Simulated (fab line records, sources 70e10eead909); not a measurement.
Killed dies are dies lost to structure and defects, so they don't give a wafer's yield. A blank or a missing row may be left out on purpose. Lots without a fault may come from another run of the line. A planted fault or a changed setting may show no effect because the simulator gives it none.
Which tool did it? | flow nand_harc | 11 lots, 33 wafers sampled, at 3 steps of a route of 1159

WHAT THE GAUGES READ, wafer by wafer
NHARC_P_ZERO_WELL_INSPECT_43.
lot  | measured    | on                | raw_defect_count
L282 | day 2 01:27 | defect_inspect-02 | 14 23 11
L286 | day 3 01:31 | defect_inspect-02 | 14 16 13
L287 | day 3 07:44 | defect_inspect-01 | 11 14 8
L290 | day 4 01:31 | defect_inspect-02 | 953 933 962
L292 | day 4 14:16 | defect_inspect-01 | 996 931 924
L294 | day 5 02:07 | defect_inspect-02 | 15 10 13
L296 | day 5 13:29 | defect_inspect-01 | 15 9 15
L297 | day 5 19:20 | defect_inspect-01 | 18 5 15
L300 | day 6 13:22 | defect_inspect-01 | 9 17 19
L302 | day 7 01:41 | defect_inspect-02 | 10 8 14
L304 | day 7 13:23 | defect_inspect-02 | 7 10 3

WHICH TOOL RAN EACH LOT (tool, then ch and the chambers of the sampled wafers, then the start)
lot  | NHARC_P_ZERO_WELL_ETCH_63       | NHARC_P_ZERO_WELL_PRECLEAN_68
L282 | rie_si-02 ch 0,1,2, day 1 19:40 | wet_bench-09 ch 1,3,6, day 2 00:22
L286 | rie_si-06 ch 2,3, day 2 19:33   | wet_bench-01 ch 0,5,7, day 3 00:23
L287 | rie_si-03 ch 0,3, day 3 01:41   | wet_bench-09 ch 0,3,7, day 3 06:38
L290 | rie_si-06 ch 0,1,3, day 3 19:41 | wet_bench-09 ch 2,3,7, day 4 00:28
L292 | rie_si-02 ch 1,2, day 4 07:40   | wet_bench-09 ch 2,3,4, day 4 12:34
L294 | rie_si-03 ch 0,1,2, day 4 20:08 | wet_bench-02 ch 2,3,6, day 5 01:02
L296 | rie_si-02 ch 2,3, day 5 07:34   | wet_bench-02 ch 2,6,7, day 5 12:18
L297 | rie_si-06 ch 1,2,3, day 5 13:40 | wet_bench-02 ch 1,2,7, day 5 18:17
L300 | rie_si-03 ch 0,1,2, day 6 07:32 | wet_bench-01 ch 0,1,4, day 6 12:17
L302 | rie_si-03 ch 0,2,3, day 6 19:40 | wet_bench-02 ch 0,2,4, day 7 00:37
L304 | rie_si-06 ch 0,2,3, day 7 07:32 | wet_bench-09 ch 2,4,7, day 7 12:19
- NHARC_P_ZERO_WELL_ETCH_63: etches the open film in HBr/Cl2, target depth 120 nm, time 40.1 s.
- NHARC_P_ZERO_WELL_PRECLEAN_68: cleans in SC1, time 60 s.

THE ANSWER, worked out from the rows above alone
Rule: what is usual is taken from the lots themselves. Put in order of their means at a reading, lots are off if they are a third of the lots or fewer, leave a main group of 4 or more, and stand apart from it by a gap of 3 or more times the standard deviation of the main group's means; of several such gaps the widest counts. A main group whose means are all the same, to the digits that the tables above print for the reading, isn't used. A lot without any number at a reading at which 4 lots or more have one is off too. The other lots that the step has rows for count as sound.
Off: L290, L292, at NHARC_P_ZERO_WELL_INSPECT_43 (raw_defect_count). The main group: mean 12, standard deviation 2.6.
A tool fits if, at a process step before that reading, it ran every lot that is off, and no sound lot after the first of them. The gauges at NHARC_P_ZERO_WELL_INSPECT_43 are tried like those tools. None of those tried fits.

WHAT THE SIMULATOR HAD PUT IN
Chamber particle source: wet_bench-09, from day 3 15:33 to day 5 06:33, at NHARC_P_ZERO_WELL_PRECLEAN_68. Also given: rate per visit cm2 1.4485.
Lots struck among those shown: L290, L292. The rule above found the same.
